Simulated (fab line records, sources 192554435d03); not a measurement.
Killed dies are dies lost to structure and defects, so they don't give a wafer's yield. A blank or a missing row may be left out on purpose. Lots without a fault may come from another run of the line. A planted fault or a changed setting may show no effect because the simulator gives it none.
A struck lot beside a sound one | flow n5_finfet | 37 steps out of a route of 1938
Sound: wafers L732.1, L732.2, L732.5. Struck: wafer L742.3. (L742.1, L742.5 of the same lot were not struck and are left out.) The cause comes at the end.
At each step with rows: each side's tool, then ch and its chambers, then its first start. Under that, the readings that differ: sound wafers | struck wafers | difference of the means | sigmas: that difference in standard deviations of wafers without a fault.
alike: readings whose means differ by less than 2 such deviations, and words and numbers that are the same on both sides. not compared: withheld readings, readings that some wafer has no value for, bounds like >300 that may hide the same value, and numbers for which the record gives no deviation and whose values overlap.
The two part at a step that has a row with sigmas, a row that says differs or no value, or rows on one side only. Numbers that don't overlap but have no deviation are shown without sigmas and don't part them. A reading that every wafer of one side lacks parts them only if that side has two wafers or more.

first, 9 steps without rows for these wafers: N5_BEOL_M9_DESCUM_33 (chemistry O2, time 7 s); N5_BEOL_M9_ETCH_76 (etches underlayer in N2/H2, target depth 6.5 nm, time 5.2 s); N5_BEOL_M9_ETCH_65 (etches SiARC in CF4, target depth 15.6 nm, time 26 s); N5_BEOL_M9_ETCH_66 (etches SOC in N2/H2, target depth 80 nm, overetch 16 nm, time 120 s); N5_BEOL_M9_STRIP_69 (strips in N2/H2); N5_BEOL_M9_STRIP_77 (strips in N2/H2); N5_BEOL_M9_VIA_ETCH_34 (etches SiCOH lowk in C4F6/O2, target depth 182.4 nm, time 68.4 s); N5_BEOL_M9_STRIP_73 (strips in C4F6/O2); N5_BEOL_M9_STRIP_36 (strips in N2/H2).
N5_BEOL_M9_TRENCH_ETCH_37: etches SiCOH lowk in C4F6/O2, target depth 151.43 nm, time 49 s.
  sound on rie_diel-03 ch 1,3, day 10 12:31; struck on rie_diel-03 ch 2, day 12 09:22
  reading                                    | sound             | struck | difference | sigmas
  drypump_motor_current_A (A)                | 5.9 6.0 6.0       | 5.2    | -0.8       | -2
  oes_product_au (a.u.)                      | 0.68 0.78 0.77    | 0.93   | +0.19      | +2
  showerhead_plenum_p_Torr (Torr)            | 2.92 2.97 2.97    | 2.70   | -0.25      | -3
  model.etch.depth_nm (nm)                   | 151.6 148.4 147.2 | 217.6  | +68.5      |
  model.BEOL_M9.feature_depth_nm (nm)        | 151.6 148.4 147.2 | 217.6  | +68.5      |
  model.TiN_of_BEOL_M9_HM_DEP_02.thk_nm (nm) | 15.4 16 16        | 13.8   | -2.0       |
  alike: rf_vpp_V, throttle_valve_pct
  not compared: rf_hours_counter_h
then, 2 steps without rows for these wafers: N5_BEOL_M9_ETCH_41 (etches SiCN in CH3F/O2, target depth 36.6 nm, time 70.1 s); N5_BEOL_M9_STRIP_80 (strips in N2/H2, time 10 s).
N5_BEOL_M9_OCD_MEAS_38:
  sound on ocd-01, day 10 12:41; struck on ocd-01, day 12 09:32
  reading              | sound             | struck | difference | sigmas
  trench_depth_nm (nm) | 151.9 148.3 146.7 | 217.8  | +68.8      | +25
then, 13 steps without rows for these wafers: N5_BEOL_M9_HM_STRIP_39 (strips TiN in peroxide tin strip, target depth 25 nm, time 158 s); N5_BEOL_M9_SRD_40 (time 30 s); N5_BEOL_M9_PRECLEAN_42 (cleans in residue remover, time 60 s); N5_BEOL_M9_SRD_43 (time 30 s); N5_BEOL_M9_CURE_72 (cures SiCOH lowk, time 120 s); N5_BEOL_M9_DEGAS_44 (time 60 s); N5_BEOL_M9_PRE_CLEAN_45 (time 30 s); N5_BEOL_M9_ALD_74 (deposits TaN, target thk 2 nm, pulse time 2 s, purge time 3 s); N5_BEOL_M9_SURFACE_TREAT_79; N5_BEOL_M9_CVD_78 (deposits Co from CCTBA/H2, target thk 2 nm, time 138.9 s); N5_BEOL_M9_SPUTTER_48 (material Cu, target thk 12 nm, time 2 s); N5_BEOL_M9_ECD_50 (material Cu, target thk 318 nm); N5_BEOL_M9_ANNEAL_51 (time 90 s).
N5_BEOL_M9_CMP_52: polishes, stops on SiCOH lowk, t overpolish 7 s, target thk 140 nm.
  sound on cmp-04 ch 1,2, day 10 15:43; struck on cmp-04 ch 3, day 12 11:47
  reading                                | sound         | struck | difference | sigmas
  model.Cu_of_BEOL_M9_ECD_50.thk_nm (nm) | 140 137 136.6 | 207.2  | +69.3      |
  alike: motor_current_A
N5_BEOL_M9_THK_MEAS_53: measures by xrf.
  sound on film_metro-02, day 10 16:01; struck on film_metro-02, day 12 12:05
  reading     | sound             | struck | difference | sigmas
  M9_THK (nm) | 138.7 136.9 135.6 | 202.6  | +65.5      | +22
then, 2 steps without rows for these wafers: N5_BEOL_M9_PRE_CLEAN_55 (time 15 s); N5_BEOL_M9_DEP_56 (deposits SiCN from 3MS/NH3, target thk 15 nm, time 26.5 s).
N5_BEOL_M9_RS_MEAS_57: measures by four-point-probe.
  sound on film_metro-02, day 10 16:08; struck on film_metro-01, day 12 12:13
  reading        | sound             | struck | difference | sigmas
  M9_RS (ohm/sq) | 0.151 0.154 0.155 | 0.098  | -0.055     | -17
then, 5 steps without rows for these wafers: N5_BEOL_M10_ILD_DEP_00 (deposits SiCOH lowk from DEMS/porogen, target thk 308.51 nm, time 58 s); N5_BEOL_M10_CURE_71 (cures SiCOH lowk, time 240 s); N5_BEOL_M10_PECVD_70 (deposits SiO2 from TEOS/O2, target thk 20 nm, time 22.7 s); N5_BEOL_M10_HM_DEP_02 (deposits TiN, target thk 20 nm); N5_BEOL_M10_COAT_59 (time 60 s, resist thk 100 nm).
N5_BEOL_M15_RC_MEAS_101:
  sound on prober-02 ch 0, day 12 11:51; struck on prober-02 ch 0, day 14 03:11
  reading                   | sound                   | struck  | difference | sigmas
  COMB_M13 (S/m)            | 6.9e-12 5.9e-12 5.4e-12 | 3.9e-12 | -2.2e-12   | -2
  SERP_M10 (ohm/um)         | 3.07 3.08 3.10          | 3.23    | +0.15      | +2
  SERP_M9 (ohm/um)          | 3.11 3.01 3.14          | 1.97    | -1.12      | -14
  SERP_M9_max_site (ohm/um) | 3.17 3.14 3.21          | 2.00    | -1.17      | -12
  alike: COMB_M10, COMB_M11, COMB_M12, COMB_M14, COMB_M15, COMB_M5, COMB_M6, COMB_M7, COMB_M8, SERP_M11, SERP_M12, SERP_M13, SERP_M14, SERP_M5, SERP_M6, SERP_M7, SERP_M8

WHERE THEY PART
First at N5_BEOL_M9_TRENCH_ETCH_37; last, within this record, at N5_BEOL_M15_RC_MEAS_101.

WHY: what the simulator had put in
Process parameter drift: rie_diel-03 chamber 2, from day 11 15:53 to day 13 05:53, at N5_BEOL_M9_TRENCH_ETCH_37. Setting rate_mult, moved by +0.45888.
